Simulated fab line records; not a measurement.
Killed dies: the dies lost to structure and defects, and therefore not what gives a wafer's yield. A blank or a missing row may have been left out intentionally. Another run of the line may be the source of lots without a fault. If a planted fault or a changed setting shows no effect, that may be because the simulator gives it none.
Which tool is to blame? ; flow nand harc ; 12 lots, 36 wafers sampled, at 3 steps of a route of 1159

## WHAT EACH GAUGE READ, for each wafer
NHARC_A_CONTACT_CD_MEAS_42: the cd target is 200 nm.
lot;measured;on;cd nm (nm)
L076;day 16 13:24;cd sem-03;200.6 199.8 199.9
L078;day 16 23:20;cd sem-01;200.6 200.2 200.7
L079;day 17 05:56;cd sem-01;200.7 200.5 199.9
L081;day 17 22:27;cd sem-03;200.4 199.9 199.2
L083;day 18 14:02;cd sem-03;199.5 199.9 200.2
L087;day 19 00:45;cd sem-03;199.7 199.8 200.1
L085;day 19 14:00;cd sem-03;200.8 200.7 200.8
L090;day 20 08:49;cd sem-01;200.4 200.0 200.5
L089;day 20 04:04;cd sem-02;200.7 200.6 200.3
L096;day 21 05:40;cd sem-01;199.6 200.2 200.3
L093;day 21 17:44;cd sem-02;200.1 200.6 200.2
L097;day 22 01:52;cd sem-03;199.6 200.0 199.4

## WHICH TOOL RAN EACH LOT (tool, then ch and the chambers of the sampled wafers, then the start)
lot;NHARC_A_SGD_CUT_CMP_21;NHARC_A_SLIT_ETCH_26
L076;cmp-04 ch 0,1, day 14 13:13;har etch-02 ch 1, day 14 19:35
L078;cmp-04 ch 0,1,3, day 14 13:22;har etch-02 ch 0,1, day 14 21:17
L079;cmp-01 ch 0,2,3, day 15 03:35;har etch-01 ch 0, day 15 10:31
L081;cmp-01 ch 0,1,2, day 15 22:55;har etch-02 ch 0,1, day 16 05:11
L083;cmp-01 ch 1,2,3, day 16 10:01;har etch-02 ch 1, day 16 16:16
L087;cmp-04 ch 0,1,2, day 17 03:25;har etch-01 ch 0,1, day 17 09:41
L085;cmp-02 ch 0,2,3, day 17 11:06;har etch-02 ch 0,1, day 17 17:21
L090;cmp-01 ch 0,1,3, day 18 00:33;har etch-01 ch 0,1, day 18 15:02
L089;cmp-04 ch 0,1,3, day 18 00:42;har etch-02 ch 0,1, day 18 14:06
L096;cmp-02 ch 0,2,3, day 19 06:50;har etch-02 ch 0,1, day 19 13:44
L093;cmp-04 ch 2,3, day 19 06:52;har etch-01 ch 1, day 19 13:10
L097;cmp-04 ch 0,1, day 19 19:59;har etch-02 ch 0,1, day 20 04:05
- NHARC_A_SGD_CUT_CMP_21: polishes, target thk 148.19 nm.
- NHARC_A_SLIT_ETCH_26: etches the open film in C4F8/O2/Ar, time 90 s, target depth 400 nm.

## THE ANSWER, worked out from the rows above alone
Rule: usual is defined by the lots themselves. Put in order of their means at a reading, lots are off if they are a third of the lots or fewer, leave a main group of 4 or more, and stand apart from it by a gap of 3 or more times the standard deviation of the main group's means; of several such gaps the widest counts. A main group whose means are all the same, to the digits that the tables above print for the reading, isn't used. A lot without any number at a reading at which 4 lots or more have one is off too. All remaining lots with rows at the step are treated as sound.
None of the lots is off at any reading shown; this tells nothing.

## WHAT THE SIMULATOR PUT IN
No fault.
